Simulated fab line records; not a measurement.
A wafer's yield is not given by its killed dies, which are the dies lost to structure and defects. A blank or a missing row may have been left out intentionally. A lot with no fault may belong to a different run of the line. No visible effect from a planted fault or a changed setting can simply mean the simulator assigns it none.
A struck lot beside a sound one | flow nandHarc | 14 steps out of a route of 1159
Sound: wafers L305.1, L305.3, L305.4. Struck: wafer L299.5; the same lot's L299.1 was not struck, so it is left out; see the end for the cause.
Per side, at each step with rows, come the tool, then ch with its chambers, and then its first start. Under that, the readings that differ: sound wafers | struck wafers | difference of the means | sigmas: that difference in standard deviations of wafers without a fault.
alike: same words and numbers on both sides, and readings whose means sit less than 2 such deviations apart. not compared: any withheld reading, any reading some wafer has no value for, any bound like >300 that may hide the same value, and any number with overlapping values for which the record gives no deviation.
The two part at a step that has a row with sigmas, a row that says differs or no value, or rows on one side only. Numbers that have no deviation but don't overlap get no sigmas and don't part them. Lack of a reading on every wafer of one side parts them only where that side has two or more wafers.

first, 7 steps without rows for these wafers: NHARC_P_STI_COAT_41 (time 65 s); NHARC_P_STI_COAT_03 (resist thk 600 nm); NHARC_P_STI_SOFTBAKE_04 (time 70 s); NHARC_P_STI_EBR_05; NHARC_P_STI_EXPOSE_06 (exposes mask P STI, target cd 200 nm); NHARC_P_STI_PEB_07 (peb time 80 s); NHARC_P_STI_DEVELOP_08 (time 50 s).
NHARC_P_STI_CD_MEAS_09: the cd target is 200 nm.
  sound on cdSem-03 ch 0, day 5 23:29; struck on cdSem-03 ch 0, day 4 11:27
  alike: cdNm
NHARC_P_STI_OVL_MEAS_10:
  struck on overlay-02, day 4 11:32; sound on overlay-01, day 5 23:34
reading         | sound    | struck | difference | sigmas
overlayXNm (nm) | -2 -3 -3 | 10     | +13        | +3
  alike: overlayYNm
NHARC_P_STI_INSPECT_11:
  struck on defectInspect-02, day 4 11:34; sound on defectInspect-02, day 5 23:37
  alike: rawDefectCount
then, 1 step without rows for these wafers: NHARC_P_STI_HARDBAKE_13 (time 65 s).
NHARC_P_STI_DESCUM_14: chemistry O2, time 3 s.
  sound on rieDiel-07 ch 0,1,2, day 5 23:45; struck on rieDiel-12 ch 1, day 4 11:44
reading                      | sound          | struck | difference | sigmas
showerheadPlenumPTorr (Torr) | 1.99 2.04 2.02 | 1.81   | -0.21      | -3
  alike: drypumpMotorCurrentA, oesProductAu, rfVppV, throttleValvePct
  not compared: rfHoursCounterH
NHARC_P_STI_ETCH_42: etches the open film in N2/H2, target depth 80 nm, overetch 24 nm, time 61 s.
  sound on rieDiel-07 ch 0,2,3, day 5 23:50; struck on rieDiel-12 ch 0, day 4 11:49
reading        | sound          | struck | difference | sigmas
runLengthS (s) | 82.6 82.2 82.6 | 66.9   | -15.6      | -39
  alike: drypumpMotorCurrentA, oesProductAu, rfVppV, showerheadPlenumPTorr, throttleValvePct
  not compared: rfHoursCounterH
NHARC_P_STI_ETCH_31: etches the open film in CF4/CHF3, target depth 108.9 nm, time 54.5 s.
  sound: rieDiel-07 ch 0,2,3; struck: rieDiel-12 ch 0
reading             | sound             | struck | difference | sigmas
oesProductAu (a.u.) | 0.960 0.981 0.965 | 0.920  | -0.049     | -3
  alike: drypumpMotorCurrentA, rfVppV, runLengthS, showerheadPlenumPTorr, throttleValvePct
  not compared: rfHoursCounterH

## WHERE THEY PART
At NHARC_P_STI_OVL_MEAS_10 first; at NHARC_P_STI_ETCH_31 last (within this record only).

WHY: what the simulator had put in
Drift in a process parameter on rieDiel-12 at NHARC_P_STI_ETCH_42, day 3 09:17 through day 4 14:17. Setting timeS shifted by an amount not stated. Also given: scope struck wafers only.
